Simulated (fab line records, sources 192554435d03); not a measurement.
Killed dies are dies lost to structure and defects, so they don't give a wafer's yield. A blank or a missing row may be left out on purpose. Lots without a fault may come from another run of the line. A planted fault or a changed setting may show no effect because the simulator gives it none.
Split-lot experiment | flow n5_finfet | 7 lots, 21 wafers read, on a route of 1938 steps

THE SPLIT
At N5_MIM_TOP_LITHO_EXPOSE_05 (exposes mask MIM TOP, target cd 2000 nm), the setting dose_mj was moved away from the recipe's 20.5 on 8 of the 21 wafers read, by -3.2% to +5.1%. The other wafers ran this setting at the recipe's value.

FROM THE SPLIT TO THE READING: what the file shows between them, 3 steps
- N5_MIM_TOP_LITHO_PEB_06
- N5_MIM_TOP_LITHO_DEVELOP_07: develop time 60 s
- N5_MIM_TOP_LITHO_HARDBAKE_09: time 120 s

THE READING
cd_nm, in nm, at N5_MIM_TOP_LITHO_CD_MEAS_08 (target cd 2000 nm). Fault-free wafers of this fab line usually give 1999.8 nm, standard deviation 2.8 nm.

wafer  | tool, chamber at the split | dose_mj as run | against the recipe | cd_nm, nm | against lot-mates on the recipe
L074.1 | krf_scanner-01, 0          | 20.5           | recipe             | 1998.9    | -
L074.2 | krf_scanner-01, 0          | 20.5           | recipe             | 2000.6    | -
L074.5 | krf_scanner-01, 0          | 20.5           | recipe             | 1997.7    | -
L078.1 | krf_scanner-01, 0          | 20.5           | recipe             | 1999.0    | -
L078.3 | krf_scanner-01, 0          | 20.5           | recipe             | 1994.9    | -
L078.6 | krf_scanner-01, 0          | 21.55          | +5.1%              | 1991.3    | -5.7
L080.1 | krf_scanner-01, 0          | 21.35          | +4.1%              | 1988.6    | -10.1
L080.4 | krf_scanner-01, 0          | 20.5           | recipe             | 2000.0    | -
L080.5 | krf_scanner-01, 0          | 20.5           | recipe             | 1997.3    | -
L083.3 | krf_scanner-01, 0          | 20.5           | recipe             | 2000.4    | -
L083.5 | krf_scanner-01, 0          | 20.5           | recipe             | 2002.9    | -
L083.6 | krf_scanner-01, 0          | 20.5           | recipe             | 2001.3    | -
L085.1 | krf_scanner-02, 0          | 20.5           | recipe             | 2000.6    | -
L085.5 | krf_scanner-02, 0          | 19.84          | -3.2%              | 2004.1    | +3.5
L085.6 | krf_scanner-02, 0          | 19.84          | -3.2%              | 2007.0    | +6.4
L088.2 | krf_scanner-02, 0          | 20.5           | recipe             | 1996.0    | -
L088.5 | krf_scanner-02, 0          | 20.5           | recipe             | 1999.6    | -
L088.6 | krf_scanner-02, 0          | 21.27          | +3.8%              | 1989.8    | -8.0
L097.1 | krf_scanner-02, 0          | 21.2           | +3.4%              | 1993.2    | no lot-mate on the recipe
L097.2 | krf_scanner-02, 0          | 21.2           | +3.4%              | 1990.4    | no lot-mate on the recipe
L097.6 | krf_scanner-02, 0          | 21.2           | +3.4%              | 1990.5    | no lot-mate on the recipe

THE FIT
A straight line over all 21 wafers: cd_nm changes by -2.1 nm for each +1% of dose_mj; r = -0.92; the points scatter about the line by 2.1 nm.
The same after taking each lot's own level away (the mean of its wafers on the recipe; 18 wafers): -1.68 nm for each +1%; r = -0.90; scatter 1.8 nm.
On that fit, the largest move of dose_mj shifts the reading by 8.6 nm.
The lots' own levels span 1996.95 to 2001.53 nm, that is 1.6 times the standard deviation above.
So the lot-to-lot level changes the slope: the two fits differ.
Check: with one of the wafers moved furthest among these (+5.1%) left out of the fit, the line predicts -10.5 nm for it against its lot-mates. It came out at -5.65 nm against them.

OTHER SPLITS ON THESE WAFERS
These wafers also went through other splits before the reading. Each is held against what the fit with the lots' levels taken away leaves over:
other split on the same wafers | wafers away from the commonest value | r with cd_nm (lot level and that fit taken away)
N5_BEOL_M14_PEB_26 peb_temp_c  | 7                                    | -0.13
N5_BEOL_M14_SPUTTER_44 time_s  | 6                                    | -0.15
N5_BEOL_M15_ILD_DEP_00 time_s  | 7                                    | -0.10
N5_MIM_BOT_SPUTTER_00 power_w  | 8                                    | -0.04

THE FILE'S OWN FIT
cd_nm changes by -1.72 nm for each +1% of dose_mj, r = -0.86.
